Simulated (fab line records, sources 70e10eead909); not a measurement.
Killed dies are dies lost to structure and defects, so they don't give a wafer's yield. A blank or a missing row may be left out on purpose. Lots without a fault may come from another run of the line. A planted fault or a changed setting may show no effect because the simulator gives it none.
Tool commonality check | flow nand_harc | 12 lots, 36 wafers sampled

WHY IT WAS OPENED
At NHARC_A_CHANNEL_HOLE_D2_INSPECT_40 the reading raw_defect_count is flagged on 3 of 12 lots. Wafers without a fault read 289, standard deviation 88.
Rule: a lot is flagged when every wafer of it that has a number lies more than 4 standard deviations from that mean, or none has a number. The other lots count as sound.

lot  | measured     | on                | raw_defect_count, wafer by wafer | flag
L699 | day 13 07:30 | defect_inspect-02 | 296 257 209                      |
L701 | day 14 02:27 | defect_inspect-02 | 245 278 336                      |
L702 | day 14 17:03 | defect_inspect-02 | 248 158 161                      |
L703 | day 15 03:36 | defect_inspect-01 | 333 307 312                      |
L706 | day 15 18:43 | defect_inspect-01 | 200 169 181                      |
L709 | day 17 16:37 | defect_inspect-02 | 188 201 268                      |
L711 | day 18 05:34 | defect_inspect-02 | 392 352 257                      |
L717 | day 20 14:11 | defect_inspect-01 | 939 978 981                      | FLAGGED
L718 | day 21 06:59 | defect_inspect-01 | 1042 1004 1067                   | FLAGGED
L719 | day 21 22:11 | defect_inspect-01 | 989 968 967                      | FLAGGED
L720 | day 22 08:19 | defect_inspect-01 | 164 147 223                      |
L722 | day 23 07:17 | defect_inspect-02 | 139 182 147                      |
The numbers of the flagged lots are 993 on average: +704 against the usual, or +8 standard deviations.

WHICH TOOL RAN EACH LOT
The record holds 3 process steps before the reading, out of a route of 1302 steps. In each cell: the tool, then ch and the chambers that the sampled wafers went through, then the start.
lot  | flag    | NHARC_A_CHANNEL_HOLE_D2_ETCH_39               | NHARC_A_CHANNEL_HOLE_D2_ETCH_24  | NHARC_A_CHANNEL_HOLE_D2_ETCH_26
L699 |         | rie_diel-09 ch 0,3, day 13 01:41 or earlier   | har_etch-01 ch 0,1, day 13 03:54 | har_etch-01 ch 0,1, day 13 05:34
L701 |         | rie_diel-09 ch 0,1,3, day 13 20:37 or earlier | har_etch-02 ch 0,1, day 13 23:04 | har_etch-02 ch 0,1, day 14 00:32
L702 |         | rie_diel-12 ch 0,1, day 14 11:16 or earlier   | har_etch-01 ch 0,1, day 14 13:36 | har_etch-01 ch 0,1, day 14 15:08
L703 |         | rie_diel-09 ch 2,3, day 14 19:37 or earlier   | har_etch-01 ch 0,1, day 15 00:01 | har_etch-01 ch 0,1, day 15 01:40
L706 |         | rie_diel-09 ch 1,2,3, day 15 12:57 or earlier | har_etch-02 ch 0,1, day 15 15:09 | har_etch-02 ch 0,1, day 15 16:48
L709 |         | rie_diel-09 ch 1,3, day 17 09:25 or earlier   | har_etch-02 ch 0, day 17 13:08   | har_etch-02 ch 0, day 17 14:41
L711 |         | rie_diel-01 ch 0,2,3, day 17 23:48 or earlier | har_etch-02 ch 0,1, day 18 02:16 | har_etch-02 ch 0,1, day 18 03:43
L717 | FLAGGED | rie_diel-12 ch 1,2, day 20 05:47 or earlier   | har_etch-01 ch 0,1, day 20 10:35 | har_etch-01 ch 0,1, day 20 12:14
L718 | FLAGGED | rie_diel-12 ch 0,3, day 21 01:13 or earlier   | har_etch-01 ch 0,1, day 21 03:40 | har_etch-01 ch 0,1, day 21 05:07
L719 | FLAGGED | rie_diel-12 ch 1,3, day 21 16:25 or earlier   | har_etch-01 ch 0,1, day 21 18:37 | har_etch-01 ch 0,1, day 21 20:16
L720 |         | rie_diel-01 ch 2,3, day 22 01:32 or earlier   | har_etch-02 ch 0,1, day 22 04:52 | har_etch-02 ch 0,1, day 22 06:25
L722 |         | rie_diel-12 ch 2,3, day 23 01:29 or earlier   | har_etch-02 ch 0,1, day 23 03:58 | har_etch-02 ch 0,1, day 23 05:26
What these steps do:
- NHARC_A_CHANNEL_HOLE_D2_ETCH_39: etches the open film in N2/H2, target depth 260 nm, time 325 s.
- NHARC_A_CHANNEL_HOLE_D2_ETCH_24: etches the open film in C4F8/O2/Ar, time 906.2 s, target depth 1500 nm.
- NHARC_A_CHANNEL_HOLE_D2_ETCH_26: etches the open film in C4F8/O2/Ar, time 224.1 s, target depth 300 nm.
- NHARC_A_CHANNEL_HOLE_D2_INSPECT_40

FLAGGED OVER TOTAL, TOOL BY TOOL (the gauges that took the reading come last)
step                               | tool              | lots run | flagged | share of the flagged lots | sound lots run after its first flagged lot
NHARC_A_CHANNEL_HOLE_D2_ETCH_39    | rie_diel-01       | 2        | 0       | none                      | -
NHARC_A_CHANNEL_HOLE_D2_ETCH_39    | rie_diel-09       | 5        | 0       | none                      | -
NHARC_A_CHANNEL_HOLE_D2_ETCH_39    | rie_diel-12       | 5        | 3       | all                       | 1 (L722)
NHARC_A_CHANNEL_HOLE_D2_ETCH_24    | har_etch-01       | 6        | 3       | all                       | 0
NHARC_A_CHANNEL_HOLE_D2_ETCH_24    | har_etch-02       | 6        | 0       | none                      | -
NHARC_A_CHANNEL_HOLE_D2_ETCH_26    | har_etch-01       | 6        | 3       | all                       | 0
NHARC_A_CHANNEL_HOLE_D2_ETCH_26    | har_etch-02       | 6        | 0       | none                      | -
NHARC_A_CHANNEL_HOLE_D2_INSPECT_40 | defect_inspect-01 | 6        | 3       | all                       | 1 (L720)
NHARC_A_CHANNEL_HOLE_D2_INSPECT_40 | defect_inspect-02 | 6        | 0       | none                      | -
NHARC_A_CHANNEL_HOLE_D2_ETCH_39 gives no start for some lots, so the hours and the order of its lots are those of NHARC_A_CHANNEL_HOLE_D2_CD_MEAS_18.

WHAT THE TABLE ALLOWS
4 rows of the table ran every flagged lot: rie_diel-12 at NHARC_A_CHANNEL_HOLE_D2_ETCH_39, har_etch-01 at NHARC_A_CHANNEL_HOLE_D2_ETCH_24, har_etch-01 at NHARC_A_CHANNEL_HOLE_D2_ETCH_26, defect_inspect-01 at NHARC_A_CHANNEL_HOLE_D2_INSPECT_40.
- rie_diel-12 at NHARC_A_CHANNEL_HOLE_D2_ETCH_39: 3 of its 5 lots flagged. Sound lots ran on it after the first flagged one (L722), which a lasting fault on the whole tool wouldn't allow.
- har_etch-01 at NHARC_A_CHANNEL_HOLE_D2_ETCH_24: 3 of its 6 lots flagged. Its last sound lot is L703 (day 15 00:01), its first flagged lot L717 (day 20 10:35): a fault that began between those two fits.
- har_etch-01 at NHARC_A_CHANNEL_HOLE_D2_ETCH_26: 3 of its 6 lots flagged. Its last sound lot is L703 (day 15 01:40), its first flagged lot L717 (day 20 12:14): a fault that began between those two fits.
- defect_inspect-01 at NHARC_A_CHANNEL_HOLE_D2_INSPECT_40: 3 of its 6 lots flagged. Sound lots ran on it after the first flagged one (L720), which a lasting fault on the whole tool wouldn't allow.
One tool is left: har_etch-01 at NHARC_A_CHANNEL_HOLE_D2_ETCH_24 and NHARC_A_CHANNEL_HOLE_D2_ETCH_26.

WHAT THE SIMULATOR HAD PUT IN
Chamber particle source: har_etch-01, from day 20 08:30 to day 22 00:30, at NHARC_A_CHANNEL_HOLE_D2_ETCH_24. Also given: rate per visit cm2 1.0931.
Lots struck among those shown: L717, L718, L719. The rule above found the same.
